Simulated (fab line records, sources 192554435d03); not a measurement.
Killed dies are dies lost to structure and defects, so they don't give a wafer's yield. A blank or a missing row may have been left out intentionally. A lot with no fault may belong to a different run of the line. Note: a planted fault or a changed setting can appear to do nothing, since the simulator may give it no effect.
fab line records | flow n5Finfet
record lots=5 wafers=15 lastDay=17
route steps=1938 shown GATE_CUT@493 MOL_CONTACT_COAG@517 PASSIVATION@1936
lots with no fault: from the same line, run without faults
startH: start of the lot's first displayed wafer, in hours after the record's first day | waitH: hours since the lot's step before | " unchanged from the row above | L1.1+2: several wafers, shown together as one row | - no value, or no start was given | * or withheld: withheld | < > ~ a bound
route shown NAME@n: names a module that has steps shown in the file, with the first one's number in the route | usual: mean and standard deviation over wafers with no fault | same: alike in all rows | chamber/n: place in a boat | sites: each site's reading | _std_site: standard deviation of those values | _edge_site: the outer-site mean with the inner-site mean subtracted | radiusMm: how far each site lies from the wafer's centre | mask NAME#n: copy n | behind: the last tool/chamber to shape the wafer | hold: the reason the lot was held/the length of the hold in hours/how it ended | device: names the non-switching transistor (n, p or np) | end of line: tests run on the same wafers once the route is complete | a step with no rows: only its recipe | killed: not the wafer's yield, but the dies lost to structure and defects at the first sort | map: a wafer's dies, x killed, . not, _ none there
set.NAME: the run value of the setting; set.NAME@STEP: its run value at that earlier step | model.NAME: the simulator's own value behind a step, which no gauge read
lots at selected steps of the route; one table per step, one row per wafer
services: a tool's chamber out of use, with start hour (startH, from the record's first day; less than 0 if before it), hours out, and reason
## steps
# step N5_GATE_CUT_ETCH_37
# recipe chemistry=N2/H2 target=SOC targetDepthA=600 overetchA=120 maskMaterial=SiARC tempC=40 timeS=90 ionEnergyEv=200 pressureMtorr=30 sourceW=840 biasW=150 n2FlowSccm=200 h2FlowSccm=200
# step N5_GATE_CUT_STRIP_38
# recipe chemistry=N2/H2 tempC=40 n2FlowSccm=200 h2FlowSccm=200 rfFrequencyHz=6e+07
# step N5_GATE_CUT_STRIP_39
# recipe chemistry=N2/H2 tempC=40 n2FlowSccm=200 h2FlowSccm=200 rfFrequencyHz=6e+07
# step N5_GATE_CUT_HM_OPEN_40
# recipe chemistry=C4F6/O2 target=SiO2 maskMaterial=SiARC targetDepthA=1390 timeS=85.1 ionEnergyEv=250 pressureMtorr=30 sourceW=345 biasW=185 Ar_flow_sccm=300 C4F6_flow_sccm=10 O2_flow_sccm=10 ends=cleared
# step N5_GATE_CUT_STRIP_41
# recipe chemistry=CF4 resist=SiARC powerW=300 biasPowerW=75 pressureMtorr=50 cf4FlowSccm=150 rfFrequencyHz=6e+07
# step N5_GATE_CUT_STRIP_42
# recipe chemistry=O2 powerW=400 tempC=40 pressureMtorr=30 rfFrequencyHz=6e+07 biasPowerW=0 overashFraction=0.3 o2FlowSccm=225
# step N5_GATE_CUT_ETCH_19
# recipe chemistry=CH3F/O2 target=SiNx maskMaterial=SiO2 targetDepthA=537 timeS=76.7 pressureMtorr=30 sourceW=395 biasW=73 Ar_flow_sccm=150 CH3F_flow_sccm=30 O2_flow_sccm=20 ionEnergyEv=120 ends=cleared
# step N5_GATE_CUT_CUT_ETCH_53
# recipe chemistry=SF6/Cl2 target=W maskMaterial=SiO2 targetDepthA=792 pressureMtorr=8 icpW=900 biasW=80 SF6_flow_sccm=40 Cl2_flow_sccm=60 ends=cleared
# usual biasW=79.98/0.22 drypumpMotorCurrentA=5.6/0.63 etchRfOnTimeS=26.4/0.34 oesProductAu=0.69/0.11 throttleValvePct=28.80/0.18
# columns lot.wafer tool chamber startH waitH biasW drypumpMotorCurrentA etchRfOnTimeS oesProductAu rfHoursCounterH throttleValvePct
L355.3 rieMetal-01 1 94.22 0.1 79.54 5.2 26.2 0.74 - 28.54
L355.4 " 0 " " 79.58 6.4 27.0 0.59 - 28.89
L355.6 " 1 " " 79.77 5.2 26.2 0.75 - 28.55
L356.1 rieMetal-01 1 101.47 0.1 80.38 5.2 26.1 0.74 27 28.56
L356.2 " 0 " " 79.97 6.5 26.9 0.59 89 28.90
L356.5 " 0 " " 80.12 6.5 26.7 0.60 - 28.90
L360.3 rieMetal-01 1 127.85 0.1 80.36 5.2 26.1 0.74 - 28.55
L360.4 " 0 " " 80.15 6.5 26.9 0.59 - 28.91
L360.5 " 0 " " 80.32 6.5 26.8 0.59 - 28.90
L369.1 rieMetal-03 0 179.46 0.1 79.89 5.5 26.0 0.55 124 28.85
L369.4 " 0 " " 79.82 5.5 25.9 0.56 - 28.87
L369.6 " 0 " " 79.73 5.5 26.2 0.55 - 28.86
L375.3 rieMetal-03 1 221.32 0.1 79.94 6.1 26.2 0.86 - 28.96
L375.5 " 1 " " 80.12 6.1 26.2 0.87 - 28.96
L375.6 " 1 " " 80.02 6.1 26.4 0.86 - 28.95
# step N5_GATE_CUT_CUT_ETCH_54
# recipe chemistry=Cl2/BCl3 target=TiN maskMaterial=SiO2 targetDepthA=967 pressureMtorr=10 icpW=1000 biasW=126 Cl2_flow_sccm=53.25 bcl3FlowSccm=21.75 Ar_flow_sccm=25 ends=cleared
# step N5_GATE_CUT_CUT_ETCH_55
# recipe chemistry=BCl3 target=HfO2 maskMaterial=SiO2 targetDepthA=32 ionEnergyEv=30 pressureMtorr=5 icpW=450 biasW=18 bcl3FlowSccm=80
# step N5_GATE_CUT_ETCH_47
# recipe chemistry=Cl2/BCl3 target=SiO2 targetDepthA=100 pressureMtorr=10 icpW=1000 biasW=126 Cl2_flow_sccm=53.25 bcl3FlowSccm=21.75 Ar_flow_sccm=25
# usual biasW=126.0/0.33 drypumpMotorCurrentA=5.6/0.63 oesProductAu=0.77/0.12 throttleValvePct=22.68/0.17
# columns lot.wafer tool chamber startH waitH biasW drypumpMotorCurrentA oesProductAu rfHoursCounterH throttleValvePct
L355.3 rieMetal-01 1 94.36 0.0 126.1 5.2 0.83 - 22.42
L355.4 " 0 " " 125.7 6.5 0.67 - 22.71
L355.6 " 1 " " 125.1 5.2 0.83 - 22.43
L356.1 rieMetal-01 1 101.62 0.0 125.4 5.2 0.83 27 22.41
L356.2 " 0 " " 125.8 6.5 0.66 89 22.73
L356.5 " 0 " " 126.1 6.4 0.66 - 22.74
L360.3 rieMetal-01 1 127.99 0.0 126.0 5.2 0.83 - 22.44
L360.4 " 0 " " 125.5 6.5 0.66 - 22.75
L360.5 " 0 " " 126.3 6.5 0.65 - 22.72
L369.1 rieMetal-03 0 179.76 0.1 125.6 5.5 0.61 124 22.70
L369.4 " 0 " " 125.5 5.5 0.61 - 22.69
L369.6 " 0 " " 125.9 5.5 0.61 - 22.70
L375.3 rieMetal-03 1 221.60 0.1 126.1 6.2 0.96 - 22.83
L375.5 " 1 " " 125.5 6.2 0.96 - 22.84
L375.6 " 1 " " 125.9 6.2 0.96 - 22.84
# step N5_GATE_CUT_VAPOR_ETCH_48
# recipe chemistry=BCl3/Cl2 target=TiN mode=isotropic
# step N5_GATE_CUT_VAPOR_ETCH_49
# recipe chemistry=BCl3/Cl2 target=TiAlC mode=isotropic
# usual drypumpMotorCurrentA=5.6/0.63 oesProductAu=0.77/0.12
# columns lot.wafer tool chamber startH waitH drypumpMotorCurrentA oesProductAu
L355.3 rieMetal-01 1 94.42 0.0 5.2 0.83
L355.4 " 0 " " 6.5 0.65
L355.6 " 1 " " 5.2 0.84
L356.1 rieMetal-01 1 101.68 0.0 5.2 0.84
L356.2 " 0 " " 6.4 0.66
L356.5 " 0 " " 6.4 0.67
L360.3 rieMetal-01 1 128.05 0.0 5.2 0.82
L360.4 " 0 " " 6.4 0.66
L360.5 " 0 " " 6.4 0.66
L369.1 rieMetal-03 0 179.88 0.1 5.5 0.61
L369.4 " 0 " " 5.5 0.62
L369.6 " 0 " " 5.5 0.61
L375.3 rieMetal-03 1 221.72 0.1 6.1 0.95
L375.5 " 1 " " 6.1 0.96
L375.6 " 1 " " 6.2 0.96
# step N5_GATE_CUT_VAPOR_ETCH_51
# recipe chemistry=BCl3/Cl2 target=HfO2 mode=isotropic
# step N5_GATE_CUT_STRIP_21
# recipe chemistry=N2/H2 timeS=30 powerW=1000 tempC=250 pressureMtorr=withheld n2FlowSccm=1750 h2FlowSccm=3250
# step N5_GATE_CUT_STRIP_29
# recipe chemistry=postEtchResidueRemover timeS=60 tempC=25 removerPh=withheld removerWaterWtPct=withheld removerFluorideWtPct=withheld
# step N5_GATE_CUT_SRD_52
# recipe dry=ipaMarangoni timeS=30 tempC=23 rinseLiquid=diw
# step N5_GATE_CUT_ALD_22
# recipe material=SiNx targetThkA=160 tempC=400 aldPrecursorFamily=SiH2I2 aldCoReactant=N2/H2-plasma pulseTimeS=1 aldCycles=320 purgeTimeS=2 coReactantPurgeTimeS=2 pressureTorr=2
# step N5_GATE_CUT_CMP_23
# recipe stopOn=SiO2 tOverpolishS=23.4 postCmpClean=alkalineBrush downForcePsi=2.5 platenRpm=51.8 padVelocityMS=1.0307 targetThkNm=16
# usual motorCurrentA=8.8/0.9 overpolishRunS=23.401/0.0082 retainingRingPressureFrac=1.000/0.0049 timeToEndpointS=19.3/1.7
# columns lot.wafer tool chamber startH waitH motorCurrentA overpolishRunS retainingRingPressureFrac timeToEndpointS
L355.3 cmp-04 1 96.13 0.8 10.1 23.397 1.008 18.1
L355.4 " 0 " " 8.5 23.408 0.994 17.5
L355.6 " 1 " " 9.5 23.402 1.000 19.7
L356.2 cmp-04 3 103.48 0.8 6.9 23.397 0.995 18.5
L356.1 " 0 " " 8.3 23.403 0.998 18.8
L356.5 " 1 " " 10.4 23.409 1.000 21.1
L360.3 cmp-03 0 129.85 0.8 7.9 23.401 1.000 20.0
L360.4 " 1 " " 9.4 23.396 0.997 22.8
L360.5 " 0 " " 8.1 23.400 1.005 21.0
L369.1 cmp-03 3 181.66 0.8 9.1 23.404 1.000 18.7
L369.4 " 2 " " 8.7 23.406 1.007 18.2
L369.6 " 3 " " 8.6 23.389 1.007 19.9
L375.3 cmp-01 1 223.52 0.8 9.9 23.405 1.000 19.0
L375.5 " 1 " " 9.5 23.407 0.999 19.8
L375.6 " 2 " " 9.4 23.408 0.994 19.1
# step N5_GATE_CUT_THK_MEAS_24
# recipe reads=SiO2_of_GATE_CUT_HM_DEP_46+SiO2_flowable_of_ILD0_FCVD_FILL_01
# usual GC_FILL_THK=221.0/1.9
# columns lot.wafer tool chamber startH waitH GC_FILL_THK[nm]
L355.3 filmMetro-02 - 96.43 - 220.5
L355.4 " - " " 222.2
L355.6 " - " " 220.9
L356.1 filmMetro-02 - 103.70 - 220.7
L356.2 " - " " 220.6
L356.5 " - " " 220.1
L360.3 filmMetro-01 - 130.11 - 222.9
L360.4 " - " " 223.7
L360.5 " - " " 224.0
L369.1 filmMetro-02 - 181.95 - 219.8
L369.4 " - " " 224.6
L369.6 " - " " 221.7
L375.3 filmMetro-01 - 223.81 - 219.0
L375.5 " - " " 224.4
L375.6 " - " " 224.1
# step N5_GATE_CUT_CMP_43
# recipe material=SiO2 postCmpClean=rinseOnly
# usual motorCurrentA=11.8/1.6 retainingRingPressureFrac=1.000/0.0048
# columns lot.wafer tool chamber startH waitH motorCurrentA retainingRingPressureFrac
L355.4 cmp-03 2 96.54 0.1 11.9 0.999
L355.3 " 3 " " 12.2 0.992
L355.6 " 2 " " 11.5 0.998
L356.1 cmp-03 3 103.89 0.2 11.8 0.998
L356.2 " 0 " " 10.8 1.003
L356.5 " 2 " " 11.1 0.998
L360.3 cmp-01 2 130.13 0.0 12.5 0.990
L360.4 " 1 " " 12.5 0.997
L360.5 " 2 " " 12.9 0.994
L369.4 cmp-04 0 182.11 0.2 10.3 0.996
L369.1 " 2 " " 14.4 1.001
L369.6 " 0 " " 11.0 1.011
L375.3 cmp-04 3 224.00 0.2 9.6 0.994
L375.5 " 1 " " 13.6 1.000
L375.6 " 2 " " 14.5 1.002
# step N5_GATE_CUT_CMP_61
# recipe stopOn=SiNx tOverpolishS=3 postCmpClean=alkalineBrush downForcePsi=4 platenRpm=27.09 padVelocityMS=0.539
# step N5_MOL_CONTACT_COAG_COAT_103
# recipe resist=SOC tempC=250 timeS=60 spinRpm=1500 resistThkNm=80
# step N5_MOL_CONTACT_COAG_COAT_104
# recipe resist=SiARC tempC=220 timeS=60 spinRpm=1500 resistThkNm=12
# step N5_MOL_CONTACT_COAG_COAT_58
# recipe resist=underlayer tempC=205 timeS=60 spinRpm=1500 resistThkNm=10
# step N5_MOL_CONTACT_COAG_COAT_02
# recipe resist=CAR-EUV spinRpm=1500 resistThkNm=30
# step N5_MOL_CONTACT_COAG_EBR_04
# recipe solvent=PGMEA ebrWidthMm=1.5
# step N5_MOL_CONTACT_COAG_SOFTBAKE_03
# recipe tempC=110 timeS=60 resist=CAR-EUV
# step N5_MOL_CONTACT_COAG_EXPOSE_05
# recipe maskId=CA na=0.33 sourceShape=annular sigmaInner=0.4 sigmaOuter=0.8 polarization=unpolarized defocusNm=0 doseMj=38.25
# step N5_MOL_CONTACT_COAG_PEB_06
# recipe pebTempC=100 pebTimeS=60 resist=CAR-EUV
# step N5_MOL_CONTACT_COAG_DEVELOP_07
# recipe developTimeS=30 developer=TMAH resist=CAR-EUV rinseLiquid=surfactantRinse dry=airSpin devTempC=23
# step N5_MOL_CONTACT_COAG_CD_MEAS_08
# recipe targetCdNm=28 landingEnergyEv=500 detector=seInlens polarity=opening
# usual cdNm=28.05/0.22
# columns lot.wafer tool chamber startH waitH cdNm
L355.3 cdSem-02 0 97.47 - 27.76
L355.4 " 0 " " 28.18
L355.6 " 0 " " 28.01
L356.1 cdSem-03 0 104.74 - 28.13
L356.2 " 0 " " 27.86
L356.5 " 0 " " 28.33
L360.3 cdSem-02 0 131.15 - 27.73
L360.4 " 0 " " 28.22
L360.5 " 0 " " 27.95
L369.1 cdSem-03 0 183.07 - 28.18
L369.4 " 0 " " 27.62
L369.6 " 0 " " 28.11
L375.3 cdSem-02 0 224.85 - 28.15
L375.5 " 0 " " 27.94
L375.6 " 0 " " 27.91
# step N5_MOL_CONTACT_COAG_OVL_MEAS_09
# recipe pointsPerWafer=522
# usual CA_OVL=-0.2/0.78
# columns lot.wafer tool chamber startH waitH CA_OVL[nm]
L355.3 overlay-01 0 97.51 0.0 -1.3
L355.4 " 0 " " -0.7
L355.6 " 0 " " 0.5
L356.1 overlay-01 0 104.77 0.0 0.5
L356.2 " 0 " " -0.1
L356.5 " 0 " " 0.4
L360.3 overlay-01 0 131.19 0.0 -0.4
L360.4 " 0 " " -0.6
L360.5 " 0 " " 0.1
L369.1 overlay-02 0 183.10 0.0 -1.1
L369.4 " 0 " " -0.6
L369.6 " 0 " " -0.3
L375.3 overlay-02 0 224.89 0.0 -1.0
L375.5 " 0 " " -0.1
L375.6 " 0 " " -0.8
# step N5_MOL_CONTACT_COAG_DESCUM_13
# recipe chemistry=O2 timeS=7 sourcePowerW=50 biasPowerW=20 pressureMtorr=20 rfFrequencyHz=2.712e+07 tempC=40 resist=CAR-EUV o2FlowSccm=225
# step N5_MOL_CONTACT_COAG_ETCH_59
# recipe chemistry=N2/H2 target=underlayer targetDepthA=130 maskMaterial=CAR-EUV timeS=10.4 ionEnergyEv=200 pressureMtorr=30 sourceW=840 biasW=150 n2FlowSccm=200 h2FlowSccm=200 ends=cleared
# step N5_MOL_CONTACT_COAG_ETCH_105
# recipe chemistry=CF4 target=SiARC targetDepthA=156 maskMaterial=CAR-EUV timeS=26 ionEnergyEv=80 pressureMtorr=40 sourceW=545 biasW=36 Ar_flow_sccm=100 cf4FlowSccm=100 ends=cleared
# usual biasW=36.00/0.1 cf4FlowSccm=100.00/0.28 drypumpMotorCurrentA=5.5/0.38 etchRfOnTimeS=26.1/0.59 oesProductAu=0.69/0.082 rfVppV=184.3/1.1 showerheadPlenumPTorr=2.16/0.064 throttleValvePct=15.58/0.3
# columns lot.wafer tool chamber startH waitH biasW cf4FlowSccm drypumpMotorCurrentA etchRfOnTimeS oesProductAu rfHoursCounterH rfVppV showerheadPlenumPTorr throttleValvePct
L355.3 rieDiel-04 3 97.64 0.0 35.97 100.31 5.5 24.9 0.84 6 182.5 2.19 15.06
L355.4 " 0 " " 35.98 100.34 5.4 25.3 0.75 33 185.8 2.26 15.72
L355.6 " 2 " " 36.05 99.73 5.7 25.2 0.80 - 184.4 2.19 15.05
L356.1 rieDiel-04 0 104.92 0.0 36.02 99.95 5.4 25.4 0.74 35 184.7 2.26 15.72
L356.2 " 2 " " 35.77 100.47 5.7 25.1 0.78 20 184.0 2.18 15.05
L356.5 " 1 " " 36.11 100.30 5.7 26.4 0.58 - 184.3 2.20 15.82
L360.3 rieDiel-04 2 131.32 0.0 36.14 100.11 5.7 25.7 0.76 29 185.1 2.18 15.07
L360.4 " 3 " " 35.94 100.00 5.5 25.3 0.81 17 184.4 2.19 15.09
L360.5 " 2 " " 36.01 100.40 5.7 25.7 0.76 - 184.6 2.18 15.07
L369.1 rieDiel-04 3 183.24 0.0 35.92 99.60 5.5 25.2 0.78 36 183.9 2.18 15.12
L369.4 " 2 " " 36.02 99.75 5.7 26.0 0.73 48 184.3 2.18 15.13
L369.6 " 2 " " 36.05 99.63 5.7 25.6 0.74 - 183.0 2.18 15.10
L375.3 rieDiel-04 0 225.03 0.0 35.98 99.91 5.4 25.6 0.69 80 184.8 2.24 15.80
L375.5 " 3 " " 35.84 99.69 5.5 25.3 0.75 - 185.5 2.17 15.14
L375.6 " 2 " " 35.84 99.61 5.7 25.5 0.72 - 184.7 2.17 15.15
# step N5_MOL_CONTACT_COAG_ETCH_106
# recipe chemistry=N2/H2 target=SOC targetDepthA=800 overetchA=160 maskMaterial=SiARC tempC=40 timeS=120 ionEnergyEv=200 pressureMtorr=30 sourceW=840 biasW=150 n2FlowSccm=200 h2FlowSccm=200
# step N5_MOL_CONTACT_COAG_STRIP_107
# recipe chemistry=N2/H2 tempC=40 n2FlowSccm=200 h2FlowSccm=200 rfFrequencyHz=6e+07
# step N5_MOL_CONTACT_COAG_STRIP_108
# recipe chemistry=N2/H2 tempC=40 n2FlowSccm=200 h2FlowSccm=200 rfFrequencyHz=6e+07
# step N5_PASSIVATION_PROBE_49
# usual defectLimitedYield=91.4/1.6 killed_at_M0_to_M3=34/12 killed_at_M4_up=13/5.2 killedAtContacts=11/5.5 killedAtFrontEnd=40/13 killedAtOther=3.4/2.7 killedDies=102/19 killedOnRim=13/4.3 killedOpen=66/15 killedShort=33/7.9 sort_bin_5_function=5.1/1.1 sort_bin_6_memory=3.2/0.7 sortNPass=1078/19 sortYieldPct=91.4/1.6
# same grossDies=1180 killedAtBackSide=0 sort_bin_4_leakage[%]=0 sort_bin_8_speed[%]=0
# columns lot.wafer tool chamber startH waitH defectLimitedYield[%] killed_at_M0_to_M3 killed_at_M4_up killedAtContacts killedAtFrontEnd killedAtOther killedDies killedOnRim killedOpen killedShort sort_bin_5_function[%] sort_bin_6_memory[%] sortNPass sortYieldPct[%]
L355.3 prober-02 - 277.53 0.1 93.1 37 10 9 19 6 81 10 51 29 4.2 2.5 1099 93.1
L355.4 prober-02 - 277.58 0.2 93.1 18 15 4 41 4 82 10 43 38 3.7 3.0 1098 93.1
L355.6 prober-02 - 277.68 0.3 93.6 33 9 5 27 2 76 9 48 27 3.3 3.0 1104 93.6
L360.3 prober-01 - 320.04 0.1 83.0 28 12 5 155 1 201 15 58 35 11.1 4.2 979 83.0
L369.1 prober-02 - 371.78 0.0 92.2 30 4 22 35 1 92 13 64 26 4.7 3.0 1088 92.2
L369.4 prober-02 - 371.93 0.2 94.2 11 8 12 33 4 68 13 47 16 3.3 1.9 1112 94.2
L369.6 prober-02 - 372.03 0.3 92.6 25 11 15 32 4 87 13 49 36 3.6 3.2 1093 92.6
# killed by level:class
L355.3 BEOL_M2:geometricParticle:open=13 MOL_CONTACT_COAG:geometricParticle:open=9 BEOL_M0_SAQP:geometricParticle:short=7 BEOL_M0_SAQP:geometricParticle:open=7 FIN_SAQP:geometricParticle:open=4 GATE_CUT:geometricParticle:short=4 BEOL_M3:geometricParticle:short=4 ILD0:geometricParticle:open=3
L355.4 BEOL_M2:geometricParticle:open=9 GATE_CUT:geometricParticle:short=7 BEOL_M4:geometricParticle:open=6 STARTING-WAFER:geometricParticle:short=6 DUMMY_GATE:geometricParticle:open=5 ILD0:geometricParticle:short=5 FIN_SAQP:geometricParticle:short=4 STI_FIN_REVEAL:geometricParticle:open=4
L355.6 BEOL_M2:geometricParticle:open=8 STARTING-WAFER:geometricParticle:open=6 GATE_CUT:geometricParticle:short=5 BEOL_M1:geometricParticle:open=5 FIN_SAQP:geometricParticle:short=4 DUMMY_GATE:geometricParticle:open=4 MOL_CONTACT_COAG:geometricParticle:open=4 BEOL_M3:geometricParticle:short=4
L360.3 GATE_CUT:unspecified=103 GATE_CUT:geometricParticle:short=10 BEOL_M0_SAQP:geometricParticle:short=10 FIN_SAQP:geometricParticle:short=7 DUMMY_GATE:geometricParticle:open=7 BEOL_M1:geometricParticle:open=7 STI_FIN_REVEAL:geometricParticle:open=6 BEOL_M0_SAQP:geometricParticle:open=6
L369.1 MOL_CONTACT_COAG:geometricParticle:open=19 BEOL_M0_SAQP:geometricParticle:open=10 BEOL_M0_SAQP:geometricParticle:short=9 FIN_SAQP:geometricParticle:open=8 FIN_SAQP:geometricParticle:short=7 STI_FIN_REVEAL:geometricParticle:open=5 STARTING-WAFER:geometricParticle:open=5 STARTING-WAFER:geometricParticle:short=4
L369.4 MOL_CONTACT_COAG:geometricParticle:open=12 FIN_SAQP:geometricParticle:open=10 DUMMY_GATE:geometricParticle:open=8 FIN_SAQP:geometricParticle:short=5 BEOL_M9:geometricParticle:open=4 PASS1_CAP:geometricParticle:short=4 HKMG_FIN:areaEtch=3 GATE_CUT:geometricParticle:short=2
L369.6 MOL_CONTACT_COAG:geometricParticle:open=11 FIN_SAQP:geometricParticle:short=6 DUMMY_GATE:geometricParticle:open=6 BEOL_M1:geometricParticle:short=6 MOL_CONTACT_COAG:geometricParticle:short=4 BEOL_M3:geometricParticle:open=4 BEOL_M6:geometricParticle:open=4 FIN_SAQP:geometricParticle:open=3
# map L360.3 (x killed, . not)
_________________............________________
______________....x...........x._____________
___________.........x..............__________
__________............x........x.x.._________
________.....x.................x......_______
_______...............xx........x...x..______
______............................x....._____
_____...........x.......x................____
____.................................x....___
___...................xxx....xx....x.......__
___..................x........x............__
__......................xx...x.............._
__................................x.x......._
_..........x.................................
_.x........x.............................xx..
_.x...x.....x......x.....x..........x....x...
_....xx.x.xx.x..x..x....x.x..................
_x...x.xxxx.x...x.x.xx....................x..
_..xx.xxxxxxxxx.xx.............x.............
_x.x.xxxxxxxxxxx.....x.......x............x..
_.x.xxxxxxxxxxxx.x.............x....x........
__..x.xxxxxxxxxxxx...................x..x..._
__..xxxxxxxxxxxx..............x.x..........._
___...xxxxx.xxx..x.x..........x........x.xx__
___..xxxxxxxxxxxx.....................x...x__
____.x.xxxxxx.xx.x......x.........x.......___
_____.x...x...x..........................____
______.x....xx...............x...x.x...._____
_______........x.....................x.______
________...........xx................._______
__________...x................x....._________
___________...x....x...........xx..__________
______________........x..x......_____________
_________________..x......x..________________
# map L355.4 (x killed, . not)
_________________............________________
______________.................._____________
___________.x...............x......__________
__________.........................._________
________.......x.........x..x........._______
_______................................______
______......x....x..........x..........._____
_____.......x............................____
____........x.............................___
___..x.x.........x.........................__
___..x.............x............x..........__
__.........................................._
__.........................................._
_..........x.....x......xx................x..
_...............................x......x.....
_............x...............................
_.......x...............x......xx........x.x.
_........................................x...
_................x....xx...............xx....
_.......x..x...............x.................
_............................................
__......................x.........x........._
__x....x..........x........................._
___...x.....x....x...............x.........__
___.x...x.........................x.x.x....__
____..............x...x.....x......x......___
_____x......x....x............x...x...x..____
______....................x.....x......._____
_______.x....x........................x______
________....x...x............xx.....x._______
__________.......x.......x.......xx._________
___________.x.......x.x............__________
______________....x............._____________
_________________.x..........________________
## services
# columns tool chamber startH hours kind
rieMetal-01 1 105.88 5.3 repair
rieMetal-03 0 123.14 25.4 repair
cmp-03 - 140.57 2.4 repair
rieDiel-04 1 149.34 - clean
rieDiel-04 1 149.34 - consumableReplace:focusRing
rieDiel-04 1 149.34 18.4 scheduledDown
rieDiel-04 1 149.34 18.4 ventCycle
cmp-03 - 155.77 4.0 pm
rieMetal-01 1 162.67 5.4 repair
rieMetal-03 1 172.00 - clean
rieMetal-03 1 172.00 22.1 scheduledDown
rieMetal-03 1 172.00 22.1 ventCycle
rieMetal-03 0 219.62 - clean
rieMetal-03 0 219.62 13.4 scheduledDown
rieMetal-03 0 219.62 13.4 ventCycle
cmp-03 - 220.46 0.3 repair
## key
firstSign step=N5_PASSIVATION_PROBE_49 reading=killedAtFrontEnd direction=up sigmas=9.2 usual=40 struck=155
effect step=N5_PASSIVATION_PROBE_49 reading=defectLimitedYield direction=down sigmas=5.1 usual=91.4 struck=83.0
moreKillsBornAt N5_GATE_CUT_VAPOR_ETCH_49@rieMetal-01=103
metAt N5_GATE_CUT_VAPOR_ETCH_49
struckWafers L360.3
onsetBetween 101.68 128.05
fault kind=chamberParticleSource tool=rieMetal-01 chamber=1 onsetH=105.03 steps=N5_GATE_CUT_VAPOR_ETCH_49 ratePerVisitCm2=0.46105 endH=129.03
